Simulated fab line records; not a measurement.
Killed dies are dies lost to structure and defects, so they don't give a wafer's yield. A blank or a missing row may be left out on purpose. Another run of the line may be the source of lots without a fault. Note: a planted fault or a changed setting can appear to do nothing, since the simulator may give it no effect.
fab line records + flow nandHarc
record
- lots=6
- wafers=18
- lastDay=23
route steps=1159 shown A_CHANNEL_HOLE_D1@480 A_CHANNEL_FILL_D1@490 END@1159
lots untouched by any fault: they come from a run of this same line in which no faults occurred
startH: start of the lot's first displayed wafer, in hours after the record's first day + waitH: hours elapsed since this lot's preceding step + " same as the row above + L1.1+2: a single row standing in for several wafers + - no value, or no start given + * or withheld: withheld + < > ~ a bound
route shown NAME@n: names a module that has steps shown in the file, with the first one's number in the route + usual: the fault-free wafers' mean and standard deviation + same: alike in all rows + chamber/n: place in a boat + sites: per-site readings + _std_site: standard deviation of those values + _edge_site: outer sites' mean less inner sites' + radiusMm: for every site, how far away it sits from the centre of the wafer + mask NAME#n: copy n + behind: the last tool/chamber to shape the wafer + hold: cause of the lot's hold/its duration in hours/its outcome + device: transistor that didn't switch, given as n, p or np + end of line: the tests these same wafers got at the end of their route + where a step has no rows: the recipe by itself + killed: the dies lost at the first sort to structure and to defects; this is not the yield of the wafer + map: a wafer's dies, x killed, . not, _ none there
set.NAME: the run value of the setting; set.NAME@STEP: its run value at that earlier step + model.NAME: the simulator's own value behind a step, which no gauge read
a table for each step, a row for each wafer; lots at some steps of the route
services: a tool's chamber out of use, with start hour (startH, from the record's first day; less than 0 if before it), hours out, and reason
## steps
# step NHARC_A_CHANNEL_HOLE_D1_STRIP_41
# recipe
- n2FlowSccm=150
- h2FlowSccm=150
- arFlowSccm=0
- biasW=0
- chemistry=N2/H2
# step NHARC_A_CHANNEL_HOLE_D1_STRIP_42
# recipe
- cf4FlowSccm=100
- chf3FlowSccm=30
- arFlowSccm=0
- biasW=0
- chemistry=CF4/CHF3
# step NHARC_A_CHANNEL_HOLE_D1_STRIP_43
# recipe
- o2FlowSccm=400
- cosFlowSccm=20
- arFlowSccm=0
- biasW=0
- chemistry=O2/COS
# step NHARC_A_CHANNEL_HOLE_D1_ETCH_44
# recipe
- targetDepthA=1400
- overetchA=140
- timeS=77
- ionEnergyEv=100
- cf4FlowSccm=80
- o2FlowSccm=20
- arFlowSccm=0
- rfW=300
- biasW=100
- chemistry=CF4/O2
# usual
- drypumpMotorCurrentA=5.7/0.42
- oesProductAu=1.002/0.0074
- rfVppV=197.6/1.4
- showerheadPlenumPTorr=1.32/0.052
- throttleValvePct=13.397/0.0085
| lot.wafer | tool       | chamber | startH | waitH | drypumpMotorCurrentA | oesProductAu | rfHoursCounterH | rfVppV | showerheadPlenumPTorr | throttleValvePct |
|-----------|------------|---------|--------|-------|----------------------|--------------|-----------------|--------|-----------------------|------------------|
| L516.3    | rieDiel-04 | 2       | 187.00 | 0.1   | 5.0                  | 1.007        | 6               | 197.5  | 1.29                  | 13.399           |
| L516.4    | "          | 0       | "      | "     | 5.1                  | 1.008        | 3               | 198.2  | 1.36                  | 13.387           |
| L516.6    | "          | 3       | "      | "     | 6.2                  | 1.000        | -               | 196.1  | 1.26                  | 13.392           |
| L520.4    | rieDiel-12 | 1       | 213.06 | 0.1   | 5.6                  | 0.994        | 0               | 197.0  | 1.29                  | 13.400           |
| L520.3    | "          | 2       | "      | "     | 5.9                  | 0.999        | 0               | 201.5  | 1.44                  | 13.399           |
| L520.5    | "          | 0       | "      | "     | 6.2                  | 1.002        | -               | 198.3  | 1.34                  | 13.386           |
| L519.3    | rieDiel-02 | 3       | 213.45 | 0.1   | 5.1                  | 0.999        | 3               | 197.2  | 1.27                  | 13.400           |
| L519.2    | "          | 0       | "      | "     | 5.6                  | 1.014        | 4               | 198.1  | 1.34                  | 13.394           |
| L519.5    | "          | 1       | "      | "     | 5.5                  | 1.005        | -               | 196.7  | 1.28                  | 13.392           |
| L523.1    | rieDiel-02 | 2       | 225.79 | 0.1   | 5.4                  | 0.986        | 4               | 200.0  | 1.39                  | 13.401           |
| L523.2    | "          | 0       | "      | "     | 5.6                  | 1.005        | 6               | 197.3  | 1.34                  | 13.400           |
| L523.5    | "          | 1       | "      | "     | 5.6                  | 0.991        | -               | 197.9  | 1.28                  | 13.406           |
| L531.4    | rieDiel-12 | 3       | 280.51 | 0.1   | 5.8                  | 1.004        | 3               | 198.6  | 1.31                  | 13.391           |
| L531.2    | "          | 1       | "      | "     | 5.6                  | 0.997        | 4               | 196.6  | 1.28                  | 13.397           |
| L531.6    | "          | 2       | "      | "     | 5.9                  | 1.006        | -               | 199.5  | 1.43                  | 13.390           |
| L537.4    | rieDiel-02 | 3       | 308.50 | 0.1   | 5.1                  | 1.001        | 11              | 195.6  | 1.26                  | 13.398           |
| L537.5    | "          | 0       | "      | "     | 5.6                  | 1.011        | -               | 198.3  | 1.33                  | 13.390           |
| L537.6    | "          | 1       | "      | "     | 5.6                  | 1.001        | -               | 195.4  | 1.28                  | 13.395           |
# step NHARC_A_CHANNEL_HOLE_D1_STRIP_27
# recipe
- o2FlowSccm=500
- arFlowSccm=0
- biasW=0
- chemistry=O2
# usual
- drypumpMotorCurrentA=5.7/0.43
- oesProductAu=1.001/0.0066
- rfVppV=57.7/0.84
- showerheadPlenumPTorr=3.49/0.13
- throttleValvePct=17.036/0.0094
| lot.wafer | tool       | chamber | startH | waitH | drypumpMotorCurrentA | oesProductAu | rfHoursCounterH | rfVppV | showerheadPlenumPTorr | throttleValvePct |
|-----------|------------|---------|--------|-------|----------------------|--------------|-----------------|--------|-----------------------|------------------|
| L516.4    | rieDiel-04 | 1       | -      | -     | 6.4                  | 0.992        | 6               | 58.4   | 3.39                  | 17.013           |
| L516.3    | "          | 2       | "      | "     | 5.0                  | 0.994        | 6               | 57.4   | 3.42                  | 17.043           |
| L516.6    | "          | 1       | "      | "     | 6.4                  | 0.978        | -               | 56.0   | 3.38                  | 17.034           |
| L520.3    | rieDiel-12 | 3       | -      | -     | 5.9                  | 1.002        | 0               | 57.7   | 3.48                  | 17.026           |
| L520.4    | "          | 0       | "      | "     | 6.1                  | 1.001        | 0               | 57.2   | 3.55                  | 17.042           |
| L520.5    | "          | 2       | "      | "     | 5.9                  | 1.002        | -               | 58.9   | 3.78                  | 17.047           |
| L519.2    | rieDiel-02 | 0       | -      | -     | 5.6                  | 1.008        | 5               | 57.6   | 3.53                  | 17.038           |
| L519.3    | "          | 3       | "      | "     | 5.2                  | 1.005        | 3               | 59.1   | 3.35                  | 17.035           |
| L519.5    | "          | 1       | "      | "     | 5.6                  | 1.005        | -               | 57.0   | 3.40                  | 17.051           |
| L523.2    | rieDiel-02 | 1       | -      | -     | 5.5                  | 1.003        | 7               | 58.5   | 3.40                  | 17.037           |
| L523.1    | "          | 3       | "      | "     | 5.2                  | 0.994        | 5               | 58.2   | 3.35                  | 17.033           |
| L523.5    | "          | 1       | "      | "     | 5.6                  | 0.996        | -               | 58.7   | 3.40                  | 17.038           |
| L531.2    | rieDiel-12 | 3       | -      | -     | 5.8                  | 0.993        | 3               | 58.0   | 3.47                  | 17.031           |
| L531.4    | "          | 0       | "      | "     | 6.2                  | 1.010        | 2               | 57.3   | 3.55                  | 17.040           |
| L531.6    | "          | 2       | "      | "     | 5.9                  | 1.005        | -               | 58.8   | 3.78                  | 17.033           |
| L537.4    | rieDiel-02 | 3       | -      | -     | 5.1                  | 0.999        | 11              | 58.3   | 3.35                  | 17.035           |
| L537.6    | "          | 2       | "      | "     | 5.5                  | 1.004        | -               | 58.9   | 3.65                  | 17.033           |
| L537.5    | "          | 3       | "      | "     | 5.2                  | 1.013        | -               | 55.0   | 3.35                  | 17.046           |
# step NHARC_A_CHANNEL_HOLE_D1_PRECLEAN_28
# recipe
- timeS=*
- tempC=50
- bathAgeMin=0
- chemistry=SC1
# step NHARC_A_CHANNEL_HOLE_D1_SRD_29
# step NHARC_A_CHANNEL_HOLE_D1_CD_MEAS_30
# usual
- cdNm=90.0/0.9
| lot.wafer | tool     | chamber | startH | waitH | cdNm |
|-----------|----------|---------|--------|-------|------|
| L516.3    | cdSem-03 | -       | 187.79 | -     | 89.0 |
| L516.4    | "        | -       | "      | "     | 89.0 |
| L516.6    | "        | -       | "      | "     | 90.3 |
| L520.3    | cdSem-01 | -       | 213.90 | 0.1   | 89.2 |
| L520.4    | "        | -       | "      | "     | 88.2 |
| L520.5    | "        | -       | "      | "     | 89.2 |
| L519.2    | cdSem-02 | -       | 214.56 | -     | 90.5 |
| L519.3    | "        | -       | "      | "     | 90.9 |
| L519.5    | "        | -       | "      | "     | 90.7 |
| L523.1    | cdSem-02 | -       | 226.59 | -     | 89.6 |
| L523.2    | "        | -       | "      | "     | 88.9 |
| L523.5    | "        | -       | "      | "     | 88.6 |
| L531.2    | cdSem-01 | -       | 281.31 | -     | 91.1 |
| L531.4    | "        | -       | "      | "     | 90.9 |
| L531.6    | "        | -       | "      | "     | 90.6 |
| L537.4    | cdSem-01 | -       | 309.28 | -     | 91.2 |
| L537.5    | "        | -       | "      | "     | 89.9 |
| L537.6    | "        | -       | "      | "     | 89.6 |
# step NHARC_A_CHANNEL_HOLE_D1_XSEM_31
# recipe
- landingEnergyEv=35000
# usual
- botCdNm=74.6/1
- bowNm=8.47/0.3
- tiltDeg=0.06/0.044
| lot.wafer | tool    | chamber | startH | waitH | botCdNm | bowNm | tiltDeg |
|-----------|---------|---------|--------|-------|---------|-------|---------|
| L516.3    | xsem-02 | 0       | 187.88 | 0.1   | 73.6    | 7.72  | -0.03   |
| L516.4    | "       | 0       | "      | "     | 73.4    | 7.68  | -0.03   |
| L516.6    | "       | 0       | "      | "     | 74.7    | 7.70  | -0.03   |
| L520.3    | xsem-02 | 0       | 213.99 | 0.1   | 74.3    | 8.82  | 0.01    |
| L520.4    | "       | 0       | "      | "     | 73.2    | 8.73  | 0.01    |
| L520.5    | "       | 0       | "      | "     | 74.5    | 8.74  | 0.01    |
| L519.2    | xsem-01 | 0       | 214.65 | 0.1   | 75.3    | 8.24  | 0.09    |
| L519.3    | "       | 0       | "      | "     | 75.7    | 8.26  | 0.09    |
| L519.5    | "       | 0       | "      | "     | 74.9    | 8.22  | 0.09    |
| L523.1    | xsem-01 | 0       | 226.68 | 0.1   | 73.9    | 8.28  | 0.16    |
| L523.2    | "       | 0       | "      | "     | 74.0    | 8.18  | 0.16    |
| L523.5    | "       | 0       | "      | "     | 73.9    | 8.30  | 0.16    |
| L531.2    | xsem-01 | 0       | 281.40 | 0.1   | 74.9    | 8.49  | 0.04    |
| L531.4    | "       | 0       | "      | "     | 74.3    | 8.48  | 0.04    |
| L531.6    | "       | 0       | "      | "     | 74.5    | 8.60  | 0.05    |
| L537.4    | xsem-01 | 0       | 309.37 | 0.1   | 75.1    | 8.27  | 0.05    |
| L537.5    | "       | 0       | "      | "     | 73.5    | 8.20  | 0.05    |
| L537.6    | "       | 0       | "      | "     | 73.9    | 8.22  | 0.05    |
# step NHARC_A_CHANNEL_HOLE_D1_INSPECT_40
# usual
- rawDefectCount=61/16
| lot.wafer | tool             | chamber | startH | waitH | rawDefectCount |
|-----------|------------------|---------|--------|-------|----------------|
| L516.3    | defectInspect-01 | -       | 187.98 | -     | 52             |
| L516.4    | "                | -       | "      | "     | 47             |
| L516.6    | "                | -       | "      | "     | 58             |
| L520.3    | defectInspect-02 | -       | 214.08 | -     | 89             |
| L520.4    | "                | -       | "      | "     | 83             |
| L520.5    | "                | -       | "      | "     | 71             |
| L519.2    | defectInspect-01 | -       | 214.74 | -     | 46             |
| L519.3    | "                | -       | "      | "     | 47             |
| L519.5    | "                | -       | "      | "     | 48             |
| L523.1    | defectInspect-01 | -       | 226.78 | -     | 49             |
| L523.2    | "                | -       | "      | "     | 59             |
| L523.5    | "                | -       | "      | "     | 40             |
| L531.2    | defectInspect-01 | -       | 281.49 | -     | 71             |
| L531.4    | "                | -       | "      | "     | 80             |
| L531.6    | "                | -       | "      | "     | 66             |
| L537.4    | defectInspect-01 | -       | 309.45 | -     | 77             |
| L537.5    | "                | -       | "      | "     | 76             |
| L537.6    | "                | -       | "      | "     | 50             |
# step NHARC_A_CHANNEL_FILL_D1_PRECLEAN_00
# recipe
- timeS=*
- tempC=50
- bathAgeMin=0
- chemistry=SC1
# step NHARC_A_CHANNEL_FILL_D1_SRD_01
# step NHARC_A_CHANNEL_FILL_D1_ALD_02
# recipe
- targetThkA=60
- pulseTimeS=10
- aldCycles=60
- tempC=300
- material=SiO2
# usual
- aldCycles=60/0
- heaterPowerOuterW=241/15
- heaterPowerW=427/29
- precursorPulseHeightRel=1.001/0.02
| lot.wafer | tool     | chamber | startH | waitH | aldCycles | heaterPowerOuterW | heaterPowerW | precursorPulseHeightRel |
|-----------|----------|---------|--------|-------|-----------|-------------------|--------------|-------------------------|
| L516.3    | aldHk-02 | 2       | 189.23 | -     | 60        | 256               | 441          | 1.023                   |
| L516.4    | "        | 3       | "      | "     | 60        | 243               | 433          | 1.035                   |
| L516.6    | "        | 1       | "      | "     | 60        | 249               | 426          | 1.023                   |
| L520.4    | aldHk-03 | 0       | 214.27 | -     | -         | -                 | -            | -                       |
| L520.3    | "        | 3       | "      | "     | -         | -                 | -            | -                       |
| L520.5    | "        | 1       | "      | "     | -         | -                 | -            | -                       |
| L519.3    | aldHk-02 | 2       | 214.94 | -     | -         | -                 | -            | -                       |
| L519.2    | "        | 3       | "      | "     | -         | -                 | -            | -                       |
| L519.5    | "        | 3       | "      | "     | -         | -                 | -            | -                       |
| L523.2    | aldHk-03 | 0       | 228.06 | -     | 60        | 226               | 430          | 1.021                   |
| L523.1    | "        | 1       | "      | "     | 60        | 231               | 382          | 0.963                   |
| L523.5    | "        | 2       | "      | "     | 60        | 259               | 467          | 1.011                   |
| L531.4    | aldHk-01 | 2       | 281.69 | -     | 60        | 207               | 377          | 1.017                   |
| L531.2    | "        | 1       | "      | "     | 60        | 263               | 482          | 0.996                   |
| L531.6    | "        | 2       | "      | "     | 60        | 204               | 377          | 1.069                   |
| L537.4    | aldHk-03 | 2       | 310.07 | -     | 60        | 253               | 464          | 0.994                   |
| L537.6    | "        | 1       | "      | "     | 60        | 243               | 394          | 1.007                   |
| L537.5    | "        | 2       | "      | "     | 60        | 251               | 465          | 1.015                   |
# step NHARC_A_CHANNEL_FILL_D1_ALD_03
# recipe
- targetThkA=60
- pulseTimeS=60
- aldCycles=58
- tempC=630
- pressureTorr=2
- material=SiNx
# usual
- chamberPressureTorr=1.999/0.0046
- precursorPulseHeightRel=1.003/0.019
# same
- aldCycles=58
| lot.wafer | tool           | chamber | startH | waitH | chamberPressureTorr | precursorPulseHeightRel |
|-----------|----------------|---------|--------|-------|---------------------|-------------------------|
| L516.3    | aldSinBatch-01 | 0       | -      | -     | 1.998               | 0.992                   |
| L516.4    | "              | 0       | "      | "     | 1.999               | 0.975                   |
| L516.6    | "              | 0       | "      | "     | 2.003               | 1.023                   |
| L519.2    | aldSinBatch-03 | 0       | -      | -     | 1.996               | 1.023                   |
| L519.3    | "              | 0       | "      | "     | 1.994               | 1.050                   |
| L519.5    | "              | 0       | "      | "     | 2.003               | 1.016                   |
| L520.3    | aldSinBatch-03 | 0       | -      | -     | 2.000               | 1.017                   |
| L520.4    | "              | 0       | "      | "     | 1.999               | 0.998                   |
| L520.5    | "              | 0       | "      | "     | 1.996               | 1.008                   |
| L523.1    | aldSinBatch-03 | 0       | -      | -     | 1.998               | 1.016                   |
| L523.2    | "              | 0       | "      | "     | 2.003               | 1.010                   |
| L523.5    | "              | 0       | "      | "     | 2.009               | 0.988                   |
| L531.2    | aldSinBatch-02 | 0       | -      | -     | 2.004               | 1.004                   |
| L531.4    | "              | 0       | "      | "     | 2.001               | 1.000                   |
| L531.6    | "              | 0       | "      | "     | 2.002               | 0.972                   |
| L537.4    | aldSinBatch-03 | 0       | -      | -     | 1.999               | 0.981                   |
| L537.5    | "              | 0       | "      | "     | 1.994               | 0.990                   |
| L537.6    | "              | 0       | "      | "     | 2.001               | 0.987                   |
# step NHARC_END_SORT_01
# recipe
- tempC=25
# usual
- killedAtArray=28/11
- killedAtOther=0.8/1.3
- killedAtPeriphery=3.6/2.5
- killedDies=32/11
- killedOpen=3.0/1.8
- killedShort=2.0/1.5
# same
- grossDies=677
| lot.wafer | tool      | chamber | startH | waitH | killedAtArray | killedAtOther | killedAtPeriphery | killedDies | killedOpen | killedShort |
|-----------|-----------|---------|--------|-------|---------------|---------------|-------------------|------------|------------|-------------|
| L520.3    | prober-01 | 0       | 486.83 | 3.1   | 670           | 3             | 4                 | 677        | 5          | 1           |
| L520.4    | prober-01 | 0       | 487.63 | 3.4   | 670           | 2             | 5                 | 677        | 3          | 3           |
| L520.5    | prober-01 | 0       | 488.43 | 3.7   | 670           | 2             | 5                 | 677        | 3          | 6           |
| L519.2    | prober-02 | 0       | 493.69 | 2.8   | 670           | 3             | 4                 | 677        | 2          | 2           |
| L519.3    | prober-02 | 0       | 494.50 | 3.1   | 673           | 3             | 1                 | 677        | 1          | 1           |
| L519.5    | prober-02 | 0       | 496.10 | 3.7   | 672           | 1             | 4                 | 677        | 2          | 0           |
# killed by level:class
L520.3 A_CHANNEL_FILL_D1:areaAld=629 A_CHANNEL_HOLE_D1:chamberFilmFlake=19 A_SLIT:chamberFilmFlake=14 A_CONTACT:chamberFilmFlake=3 A_CONTACT:geometricParticle:open=2 P_GATE:chamberFilmFlake=2 THIN_TSV:chamberFilmFlake=2 P_CONTACT:geometricParticle:open=1
L520.4 A_CHANNEL_FILL_D1:areaAld=644 A_CHANNEL_HOLE_D1:chamberFilmFlake=15 A_SLIT:chamberFilmFlake=6 P_GATE:chamberFilmFlake=3 P_M0:geometricParticle:short=1 P_M0:geometricParticle:open=1 A_SGD_CUT:geometricParticle:short=1 A_WL_FILL:geometricParticle:short=1
L520.5 A_CHANNEL_FILL_D1:areaAld=632 A_CHANNEL_HOLE_D1:chamberFilmFlake=25 A_SLIT:chamberFilmFlake=4 P_ZERO_WELL:chamberFilmFlake=2 THIN_TSV:chamberFilmFlake=2 P_GATE:geometricParticle:open=1 P_M1:geometricParticle:short=1 A_CHANNEL_FILL_D1:geometricParticle:short=1
L519.2 A_CHANNEL_FILL_D1:areaAld=659 A_STAIRCASE:chamberFilmFlake=3 THIN_TSV:chamberFilmFlake=3 P_ZERO_WELL:chamberFilmFlake=2 A_CHANNEL_HOLE_D1:chamberFilmFlake=2 A_CONTACT:chamberFilmFlake=2 P_M1:geometricParticle:short=1 A_SOURCE_PLATE:geometricParticle:open=1
L519.3 A_CHANNEL_FILL_D1:areaAld=664 A_CHANNEL_HOLE_D1:chamberFilmFlake=3 THIN_TSV:chamberFilmFlake=3 A_STAIRCASE:chamberFilmFlake=2 A_SLIT:chamberFilmFlake=2 A_CONTACT:geometricParticle:open=1 A_M0:geometricParticle:short=1 P_M1:chamberFilmFlake=1
L519.5 A_CHANNEL_FILL_D1:areaAld=655 A_CHANNEL_HOLE_D1:chamberFilmFlake=6 A_STAIRCASE:chamberFilmFlake=5 A_ONON_D1:geometricParticle:open=2 P_STI:chamberFilmFlake=2 A_CONTACT:chamberFilmFlake=2 P_ZERO_WELL:chamberFilmFlake=1 P_GATE:chamberFilmFlake=1
# map L519.2 (x killed, . not)
____________x____________
_________xxxxxxx_________
_______xxxxxxxxxxx_______
______xxxxxxxxxxxxx______
_____xxxxxxxxxxxxxxx_____
____xxxxxxxxxxxxxxxxx____
____xxxxxxxxxxxxxxxxx____
___xxxxxxxxxxxxxxxxxxx___
___xxxxxxxxxxxxxxxxxxx___
__xxxxxxxxxxxxxxxxxxxxx__
__xxxxxxxxxxxxxxxxxxxxx__
_xxxxxxxxxxxxxxxxxxxxxxx_
_xxxxxxxxxxxxxxxxxxxxxxx_
_xxxxxxxxxxxxxxxxxxxxxxx_
_xxxxxxxxxxxxxxxxxxxxxxx_
_xxxxxxxxxxxxxxxxxxxxxxx_
xxxxxxxxxxxxxxxxxxxxxxxxx
xxxxxxxxxxxxxxxxxxxxxxxxx
xxxxxxxxxxxxxxxxxxxxxxxxx
xxxxxxxxxxxxxxxxxxxxxxxxx
xxxxxxxxxxxxxxxxxxxxxxxxx
_xxxxxxxxxxxxxxxxxxxxxxx_
_xxxxxxxxxxxxxxxxxxxxxxx_
_xxxxxxxxxxxxxxxxxxxxxxx_
_xxxxxxxxxxxxxxxxxxxxxxx_
_xxxxxxxxxxxxxxxxxxxxxxx_
__xxxxxxxxxxxxxxxxxxxxx__
__xxxxxxxxxxxxxxxxxxxxx__
___xxxxxxxxxxxxxxxxxxx___
___xxxxxxxxxxxxxxxxxxx___
____xxxxxxxxxxxxxxxxx____
____xxxxxxxxxxxxxxxxx____
_____xxxxxxxxxxxxxxx_____
______xxxxxxxxxxxxx______
_______xxxxxxxxxxx_______
_________xxxxxxx_________
____________x____________
# map L520.3 (x killed, . not)
____________x____________
_________xxxxxxx_________
_______xxxxxxxxxxx_______
______xxxxxxxxxxxxx______
_____xxxxxxxxxxxxxxx_____
____xxxxxxxxxxxxxxxxx____
____xxxxxxxxxxxxxxxxx____
___xxxxxxxxxxxxxxxxxxx___
___xxxxxxxxxxxxxxxxxxx___
__xxxxxxxxxxxxxxxxxxxxx__
__xxxxxxxxxxxxxxxxxxxxx__
_xxxxxxxxxxxxxxxxxxxxxxx_
_xxxxxxxxxxxxxxxxxxxxxxx_
_xxxxxxxxxxxxxxxxxxxxxxx_
_xxxxxxxxxxxxxxxxxxxxxxx_
_xxxxxxxxxxxxxxxxxxxxxxx_
xxxxxxxxxxxxxxxxxxxxxxxxx
xxxxxxxxxxxxxxxxxxxxxxxxx
xxxxxxxxxxxxxxxxxxxxxxxxx
xxxxxxxxxxxxxxxxxxxxxxxxx
xxxxxxxxxxxxxxxxxxxxxxxxx
_xxxxxxxxxxxxxxxxxxxxxxx_
_xxxxxxxxxxxxxxxxxxxxxxx_
_xxxxxxxxxxxxxxxxxxxxxxx_
_xxxxxxxxxxxxxxxxxxxxxxx_
_xxxxxxxxxxxxxxxxxxxxxxx_
__xxxxxxxxxxxxxxxxxxxxx__
__xxxxxxxxxxxxxxxxxxxxx__
___xxxxxxxxxxxxxxxxxxx___
___xxxxxxxxxxxxxxxxxxx___
____xxxxxxxxxxxxxxxxx____
____xxxxxxxxxxxxxxxxx____
_____xxxxxxxxxxxxxxx_____
______xxxxxxxxxxxxx______
_______xxxxxxxxxxx_______
_________xxxxxxx_________
____________x____________
## services
| tool       | chamber | startH | hours | kind   |
|------------|---------|--------|-------|--------|
| rieDiel-04 | 2       | 168.41 | 2.5   | repair |
| rieDiel-02 | 2       | 174.29 | 8.0   | repair |
| rieDiel-02 | 0       | 184.20 | -     | clean  |
| rieDiel-02 | 1       | 184.20 | -     | clean  |
| rieDiel-02 | 2       | 184.20 | -     | clean  |
| rieDiel-02 | 3       | 184.20 | -     | clean  |
| rieDiel-12 | -       | 202.40 | 9.0   | pm     |
| rieDiel-02 | 0       | 208.78 | -     | clean  |
| rieDiel-02 | 1       | 208.78 | -     | clean  |
| rieDiel-02 | 2       | 208.78 | -     | clean  |
| rieDiel-02 | 3       | 208.78 | -     | clean  |
| rieDiel-12 | 0       | 231.48 | 9.0   | repair |
| rieDiel-02 | 0       | 233.28 | -     | clean  |
| rieDiel-02 | 1       | 233.28 | -     | clean  |
| rieDiel-02 | 2       | 233.28 | -     | clean  |
| rieDiel-12 | 3       | 240.93 | 16.4  | repair |
| rieDiel-12 | 1       | 242.28 | 2.0   | repair |
| rieDiel-12 | 2       | 256.09 | 2.7   | repair |
| rieDiel-12 | 0       | 262.43 | 15.7  | repair |
| rieDiel-04 | 0       | 285.42 | 17.4  | repair |
| rieDiel-04 | 3       | 287.17 | 7.0   | repair |
| rieDiel-04 | -       | 289.25 | 9.0   | pm     |
| rieDiel-12 | 2       | 294.41 | 2.8   | repair |
| xsem-02    | -       | 302.00 | 14.0  | pm     |
## key
firstSign
- step=NHARC_A_CHANNEL_FILL_D1_ALD_02
- reading=toolRecord
- direction=missing
effect
- step=NHARC_END_SORT_01
- reading=killedAtArray
- direction=up
- sigmas=61
- usual=28
- struck=671
moreKillsBornAt
- NHARC_A_CHANNEL_FILL_D1_ALD_02@aldHk-02=1977
- NHARC_A_CHANNEL_FILL_D1_ALD_02@aldHk-03=1905
metAt NHARC_A_CHANNEL_FILL_D1_ALD_02
struckWafers L519.2,L519.3,L519.5,L520.3,L520.4,L520.5
laterRowsLeftOut L519.2,L519.3,L519.5,L520.3,L520.4,L520.5
testerLeftOut L519,L520
onsetBetween 189.23 214.27
fault
- kind=skippedStepWhole
- tool=aldHk-02,aldHk-03
- chamber=-
- onsetH=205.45
- steps=NHARC_A_CHANNEL_FILL_D1_ALD_02
- scope=struckLotsOnly
# testerLeftOut: of these lots the tester's yield and bins aren't shown, on N5 and GAA mostly nor the transistor test; their killed dies are dies lost to structure and defects alone, not to doping, threshold or leakage, so they don't give the yield
# laterRowsLeftOut: the simulator's readings of these wafers behind a module that went badly wrong aren't trusted and aren't shown, but for the sort
